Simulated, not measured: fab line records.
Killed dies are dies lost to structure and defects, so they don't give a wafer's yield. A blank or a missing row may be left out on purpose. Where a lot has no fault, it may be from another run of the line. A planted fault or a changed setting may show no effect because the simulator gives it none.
fab line records -- flow nand_harc
[record] lots = 6, wafers = 18, last_day = 34
route steps=1302 shown A_SLIT@940 A_SIN_REMOVE@947 A_WL_FILL@952
lots that met no fault: taken from a fault-free run of the same line
start_h: start of the lot's first displayed wafer, in hours after the record's first day -- wait_h: hours from the lot's prior step to this one -- " identical to the entry in the row above -- L1.1+2: several wafers, shown together as one row -- - either no value or no given start -- * or withheld: withheld -- < > ~ a bound
route shown NAME@n: a module of which the file shows steps, and the number in the route of the first -- usual: the fault-free wafers' mean and standard deviation -- same: alike in all rows -- chamber/n: place in a boat -- sites: each site's reading -- _std_site: their standard deviation -- _edge_site: outer sites' mean less inner sites' -- radius_mm: for every site, how far away it sits from the centre of the wafer -- mask NAME#n: copy n -- behind: the tool/chamber that last shaped the wafer -- hold: why the lot went on hold/how many hours it stayed there/how the hold came to an end -- device: names the non-switching transistor (n, p or np) -- end of line: tests run on the same wafers once the route is complete -- a step given without rows: its recipe and nothing more -- killed: count of dies lost to structure and defects at first sort (not the wafer's yield) -- map: a wafer's dies, x killed, . not, _ none there
set.NAME: the setting that was run; set.NAME@STEP: the one run at that earlier step -- model.NAME: the simulator's own value behind a step, which no gauge read
lots at some steps of the route; a table a step, a row a wafer
services: from which hour (start_h, from the record's first day; less than 0 if before it) a tool's chamber was out of use, for how many hours, and why
[[steps]]
[step NHARC_A_SLIT_ETCH_26]
[recipe] bias_v = 400, source_w = 2000, pressure_mtorr = 25, time_s = 90, ar_flow_sccm = 375, c4f8_flow_sccm = 41.7, o2_flow_sccm = 83.3, target_depth_a = 4000, chemistry = C4F8/O2/Ar
[usual] drypump_motor_current_A = 5.98/0.11, showerhead_plenum_p_Torr = 3.71/0.1, throttle_valve_pct = 27.619/0.0079
lot.wafer,tool,chamber,start_h,wait_h,drypump_motor_current_A,rf_hours_counter_h,showerhead_plenum_p_Torr,throttle_valve_pct
L815.2,har_etch-02,0,474.24,2.4,6.12,50,3.72,27.615
L815.4,har_etch-02,0,474.24,2.4,6.15,-,3.72,27.625
L815.6,har_etch-02,1,474.24,2.4,6.06,-,3.93,27.621
L824.1,har_etch-01,1,573.46,3.0,5.81,317,3.65,27.613
L824.2,har_etch-01,0,573.46,3.0,5.94,317,3.65,27.628
L824.6,har_etch-01,0,573.46,3.0,5.98,-,3.65,27.614
L826.2,har_etch-01,1,604.87,3.0,5.83,328,3.64,27.627
L826.4,har_etch-01,0,604.87,3.0,5.97,-,3.64,27.616
L826.5,har_etch-01,0,604.87,3.0,5.96,-,3.64,27.611
L828.1,har_etch-02,1,617.73,3.0,6.04,130,3.89,27.610
L828.3,har_etch-02,1,617.73,3.0,6.04,-,3.89,27.621
L828.6,har_etch-02,0,617.73,3.0,6.16,-,3.67,27.625
L833.1,har_etch-01,1,649.52,2.5,5.86,359,3.62,27.601
L833.5,har_etch-01,0,649.52,2.5,5.95,-,3.62,27.634
L833.6,har_etch-01,1,649.52,2.5,5.85,-,3.62,27.630
L836.2,har_etch-01,0,709.34,2.5,5.97,389,3.61,27.628
L836.4,har_etch-01,0,709.34,2.5,5.95,-,3.61,27.615
L836.6,har_etch-01,0,709.34,2.5,5.96,-,3.61,27.613
[step NHARC_A_SLIT_STRIP_28]
[recipe] o2_flow_sccm = 400, cos_flow_sccm = 20, ar_flow_sccm = 0, bias_w = 0, chemistry = O2/COS
[step NHARC_A_SLIT_ETCH_29]
[recipe] target_depth_a = 1000, overetch_a = 100, time_s = 55, ion_energy_ev = 100, cf4_flow_sccm = 80, o2_flow_sccm = 20, ar_flow_sccm = 0, rf_w = 300, bias_w = 100, chemistry = CF4/O2
[usual] drypump_motor_current_A = 5.82/0.3, oes_product_au = 1.001/0.012, rf_vpp_V = 197.6/1.6, showerhead_plenum_p_Torr = 1.33/0.066, throttle_valve_pct = 13.397/0.009
lot.wafer,tool,chamber,start_h,wait_h,drypump_motor_current_A,oes_product_au,rf_hours_counter_h,rf_vpp_V,showerhead_plenum_p_Torr,throttle_valve_pct
L815.4,rie_diel-02,0,475.10,0.1,6.31,0.991,3.1,196.3,1.25,13.392
L815.2,rie_diel-02,1,475.10,0.1,5.67,0.986,3.0,198.4,1.40,13.388
L815.6,rie_diel-02,3,475.10,0.1,6.27,1.013,-,198.4,1.36,13.399
L824.2,rie_diel-07,0,574.35,0.1,5.90,1.027,3.6,199.1,1.41,13.391
L824.1,rie_diel-07,3,574.35,0.1,5.29,0.999,3.8,197.2,1.28,13.402
L824.6,rie_diel-07,0,574.35,0.1,5.91,1.024,-,200.5,1.41,13.386
L826.2,rie_diel-07,3,605.76,0.1,5.28,0.994,6.0,197.0,1.28,13.403
L826.4,rie_diel-07,0,605.76,0.1,5.90,1.003,5.3,198.3,1.41,13.386
L826.5,rie_diel-07,1,605.76,0.1,5.50,1.001,-,196.7,1.33,13.391
L828.3,rie_diel-02,3,618.63,0.1,6.29,0.986,2.1,196.9,1.36,13.406
L828.1,rie_diel-02,1,618.63,0.1,5.68,1.003,1.2,198.9,1.40,13.380
L828.6,rie_diel-02,2,618.63,0.1,5.83,1.035,-,198.1,1.30,13.390
L833.1,rie_diel-02,0,650.41,0.1,6.32,0.984,2.4,196.3,1.25,13.408
L833.6,rie_diel-02,2,650.41,0.1,5.82,1.015,-,195.8,1.30,13.406
L833.5,rie_diel-02,0,650.41,0.1,6.32,0.989,-,195.5,1.25,13.381
L836.2,rie_diel-07,0,710.19,0.1,5.89,1.008,2.7,198.1,1.41,13.387
L836.4,rie_diel-07,3,710.19,0.1,5.25,1.002,3.1,196.8,1.28,13.397
L836.6,rie_diel-07,0,710.19,0.1,5.88,1.015,-,200.8,1.41,13.388
[step NHARC_A_SLIT_STRIP_18]
[recipe] o2_flow_sccm = 500, ar_flow_sccm = 0, bias_w = 0, chemistry = O2
[usual] drypump_motor_current_A = 5.83/0.29, oes_product_au = 1.000/0.013, rf_vpp_V = 57.6/0.93, showerhead_plenum_p_Torr = 3.51/0.17, throttle_valve_pct = 17.036/0.0095
lot.wafer,tool,chamber,start_h,wait_h,drypump_motor_current_A,oes_product_au,rf_hours_counter_h,rf_vpp_V,showerhead_plenum_p_Torr,throttle_valve_pct
L815.2,rie_diel-02,3,-,-,6.25,1.008,3.2,57.4,3.59,17.027
L815.4,rie_diel-02,0,-,-,6.32,0.993,3.2,57.4,3.31,17.032
L815.6,rie_diel-02,3,-,-,6.28,1.012,-,55.8,3.59,17.035
L824.1,rie_diel-07,2,-,-,5.63,1.009,3.5,57.9,3.29,17.039
L824.2,rie_diel-07,3,-,-,5.30,1.001,3.8,59.4,3.39,17.029
L824.6,rie_diel-07,1,-,-,5.49,1.008,-,57.1,3.50,17.020
L826.4,rie_diel-07,0,-,-,5.93,1.018,5.4,58.5,3.71,17.043
L826.2,rie_diel-07,3,-,-,5.30,0.998,6.0,56.2,3.39,17.041
L826.5,rie_diel-07,1,-,-,5.47,1.007,-,57.0,3.50,17.037
L828.3,rie_diel-02,2,-,-,5.90,1.020,1.5,58.3,3.43,17.034
L828.1,rie_diel-02,3,-,-,6.23,0.983,2.2,58.6,3.59,17.030
L828.6,rie_diel-02,1,-,-,5.71,0.995,-,58.1,3.69,17.057
L833.1,rie_diel-02,3,-,-,6.24,0.985,3.2,57.1,3.59,17.037
L833.6,rie_diel-02,2,-,-,5.84,1.021,-,57.4,3.43,17.041
L833.5,rie_diel-02,3,-,-,6.29,0.983,-,56.9,3.59,17.029
L836.4,rie_diel-07,1,-,-,5.51,1.005,3.4,56.9,3.50,17.017
L836.2,rie_diel-07,0,-,-,5.93,1.001,2.7,59.1,3.71,17.044
L836.6,rie_diel-07,1,-,-,5.53,1.004,-,56.7,3.50,17.048
[step NHARC_A_SLIT_PRECLEAN_19]
[recipe] time_s = *, temp_c = 50, bath_age_min = 0, chemistry = SC1
[step NHARC_A_SLIT_SRD_20]
[step NHARC_A_SLIT_CD_MEAS_21]
[usual] cd_nm = 289.4/0.92
lot.wafer,tool,chamber,start_h,wait_h,cd_nm
L815.2,cd_sem-01,-,475.63,-,288.6
L815.4,cd_sem-01,-,475.63,-,287.7
L815.6,cd_sem-01,-,475.63,-,288.0
L824.1,cd_sem-03,-,574.89,-,291.0
L824.2,cd_sem-03,-,574.89,-,290.2
L824.6,cd_sem-03,-,574.89,-,290.5
L826.2,cd_sem-02,-,606.33,0.1,288.1
L826.4,cd_sem-02,-,606.33,0.1,289.2
L826.5,cd_sem-02,-,606.33,0.1,289.3
L828.1,cd_sem-03,-,619.25,-,289.3
L828.3,cd_sem-03,-,619.25,-,288.0
L828.6,cd_sem-03,-,619.25,-,287.8
L833.1,cd_sem-03,-,651.00,-,289.6
L833.5,cd_sem-03,-,651.00,-,289.7
L833.6,cd_sem-03,-,651.00,-,289.3
L836.2,cd_sem-02,-,710.73,-,289.4
L836.4,cd_sem-02,-,710.73,-,289.0
L836.6,cd_sem-02,-,710.73,-,289.7
[step NHARC_A_SIN_REMOVE_WET_00]
[recipe] temp_c = 160, time_s = 15300, chemistry = H3PO4
[step NHARC_A_SIN_REMOVE_PRECLEAN_01]
[recipe] time_s = *, temp_c = 50, bath_age_min = 0, chemistry = SC1
[step NHARC_A_SIN_REMOVE_SRD_02]
[step NHARC_A_SIN_REMOVE_INSPECT_04]
[usual] raw_defect_count = 389/86
lot.wafer,tool,chamber,start_h,wait_h,raw_defect_count
L815.2,defect_inspect-01,-,481.87,0.0,362
L815.4,defect_inspect-01,-,481.87,0.0,399
L815.6,defect_inspect-01,-,481.87,0.0,380
L824.1,defect_inspect-01,-,580.89,0.0,409
L824.2,defect_inspect-01,-,580.89,0.0,341
L824.6,defect_inspect-01,-,580.89,0.0,302
L826.2,defect_inspect-02,-,612.87,0.0,629
L826.4,defect_inspect-02,-,612.87,0.0,322
L826.5,defect_inspect-02,-,612.87,0.0,308
L828.1,defect_inspect-02,-,625.95,0.0,453
L828.3,defect_inspect-02,-,625.95,0.0,370
L828.6,defect_inspect-02,-,625.95,0.0,423
L833.1,defect_inspect-02,-,657.29,0.0,334
L833.5,defect_inspect-02,-,657.29,0.0,397
L833.6,defect_inspect-02,-,657.29,0.0,283
L836.2,defect_inspect-02,-,717.86,0.0,371
L836.4,defect_inspect-02,-,717.86,0.0,426
L836.6,defect_inspect-02,-,717.86,0.0,380
[step NHARC_A_WL_FILL_ALD_00]
[recipe] target_thk_a = 30, pulse_time_s = 3, ald_cycles = 30, temp_c = 300, material = Al2O3
[usual] ald_cycles = 30/0, heater_power_w = 463/44, precursor_pulse_height_rel = 0.997/0.019
lot.wafer,tool,chamber,start_h,wait_h,ald_cycles,heater_power_w,precursor_pulse_height_rel
L815.4,ald_hk-02,2,482.12,0.3,30,497,1.002
L815.2,ald_hk-02,0,482.12,0.3,30,494,1.000
L815.6,ald_hk-02,2,482.12,0.3,30,491,0.994
L824.2,ald_hk-01,1,581.17,0.3,30,391,1.004
L824.1,ald_hk-01,2,581.17,0.3,30,515,1.030
L824.6,ald_hk-01,0,581.17,0.3,30,428,1.011
L826.4,ald_hk-01,3,612.96,0.1,33,509,1.033
L826.2,ald_hk-01,0,612.96,0.1,30,437,1.000
L826.5,ald_hk-01,2,612.96,0.1,30,547,0.999
L828.3,ald_hk-01,0,626.04,0.1,33,429,0.988
L828.1,ald_hk-01,2,626.04,0.1,33,523,0.973
L828.6,ald_hk-01,3,626.04,0.1,30,513,0.976
L833.1,ald_hk-02,2,657.52,0.2,30,494,1.022
L833.5,ald_hk-02,3,657.52,0.2,30,485,0.991
L833.6,ald_hk-02,0,657.52,0.2,30,451,0.997
L836.2,ald_hk-02,2,717.98,0.1,30,462,0.989
L836.4,ald_hk-02,3,717.98,0.1,30,498,1.002
L836.6,ald_hk-02,0,717.98,0.1,30,485,0.987
[step NHARC_A_WL_FILL_RTA_01]
[recipe] temp_c = 1000, time_s = 5
[usual] anneal_temp_c_max = 1005.8/1.1, lamp_power_pct = 27.9/1.7, lamp_zone_4_pct = 27.9/1.7, lamp_zone_5_pct = 27.9/1.7, wafer_temp_C_max = 1003.0/0.77
lot.wafer,tool,chamber,start_h,wait_h,anneal_temp_c_max,lamp_power_pct,lamp_zone_4_pct,lamp_zone_5_pct,wafer_temp_C_max
L815.2,rtp_anneal-01,0,482.38,-,1007.2,26.4,26.4,26.4,1001.9
L815.4,rtp_anneal-01,0,482.38,-,1005.2,26.4,26.4,26.4,1002.7
L815.6,rtp_anneal-01,0,482.38,-,1004.4,26.5,26.4,26.4,1002.9
L824.1,rtp_anneal-02,0,581.46,-,1007.6,29.8,29.8,29.8,1003.4
L824.2,rtp_anneal-02,0,581.46,-,1006.1,29.9,29.9,29.8,1003.3
L824.6,rtp_anneal-02,0,581.46,-,1004.7,29.9,29.8,29.8,1003.1
L826.2,rtp_anneal-02,0,613.23,-,1006.1,29.8,29.9,29.8,1005.2
L826.4,rtp_anneal-02,0,613.23,-,1005.9,29.9,29.8,29.9,1004.0
L826.5,rtp_anneal-02,0,613.23,-,1004.8,29.8,29.8,29.9,1002.9
L828.1,rtp_anneal-01,0,626.28,-,1007.2,26.5,26.5,26.5,1002.2
L828.3,rtp_anneal-01,0,626.28,-,1006.1,26.5,26.5,26.5,1002.3
L828.6,rtp_anneal-01,0,626.28,-,1006.2,26.5,26.5,26.5,1002.4
L833.1,rtp_anneal-01,0,657.80,-,1005.2,26.5,26.6,26.6,1002.5
L833.5,rtp_anneal-01,0,657.80,-,1004.7,26.5,26.6,26.5,1003.7
L833.6,rtp_anneal-01,0,657.80,-,1004.9,26.5,26.5,26.5,1002.6
L836.2,rtp_anneal-01,0,718.21,-,1005.8,26.5,26.5,26.5,1002.4
L836.4,rtp_anneal-01,0,718.21,-,1005.8,26.5,26.5,26.5,1002.7
L836.6,rtp_anneal-01,0,718.21,-,1006.8,26.5,26.5,26.5,1002.7
[[services]]
tool,chamber,start_h,hours,kind
rie_diel-07,0,450.70,-,clean
rie_diel-07,1,450.70,-,clean
rie_diel-07,2,450.70,-,clean
rie_diel-07,3,450.70,-,clean
rie_diel-02,0,451.70,-,clean
rie_diel-02,1,451.70,-,clean
rie_diel-02,2,451.70,-,clean
rie_diel-02,3,451.70,-,clean
rie_diel-07,-,471.26,9.0,pm
rie_diel-07,0,471.26,9.0,vent_cycle
ald_hk-01,-,476.10,10.0,pm
rie_diel-02,2,506.94,11.9,repair
rie_diel-02,-,562.29,1.1,repair
rie_diel-02,-,570.70,9.0,pm
ald_hk-01,-,602.69,1.0,repair
rie_diel-02,0,613.02,13.6,repair
har_etch-01,-,629.44,0.3,repair
rie_diel-07,-,648.26,9.0,pm
rie_diel-02,1,650.13,5.1,repair
ald_hk-01,-,657.58,10.0,pm
rie_diel-07,2,666.98,6.3,repair
ald_hk-01,-,679.92,0.7,repair
ald_hk-02,-,706.84,10.0,pm
har_etch-02,-,712.05,11.9,repair
[[key]]
[first_sign] step = NHARC_A_WL_FILL_ALD_00, reading = ald_cycles, direction = up, sigmas = 99+, usual = 30, struck = 33
effect none on later readings
met_at NHARC_A_WL_FILL_ALD_00
struck_wafers L826.4,L828.1,L828.3
tester_left_out L826,L828
onset_between 581.17 612.96
[fault] kind = process_parameter_drift, tool = ald_hk-01, chamber = -, onset_h = 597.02, steps = NHARC_A_WL_FILL_ALD_00, channel = ald_cycles, offset = 3, shape = step, end_h = 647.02, scope = struck_wafers_only, acts_in = these_recipes_only, stated = 30
// tester_left_out: of these lots the tester's yield and bins aren't shown, on N5 and GAA mostly nor the transistor test; their killed dies are dies lost to structure and defects alone, not to doping, threshold or leakage, so they don't give the yield
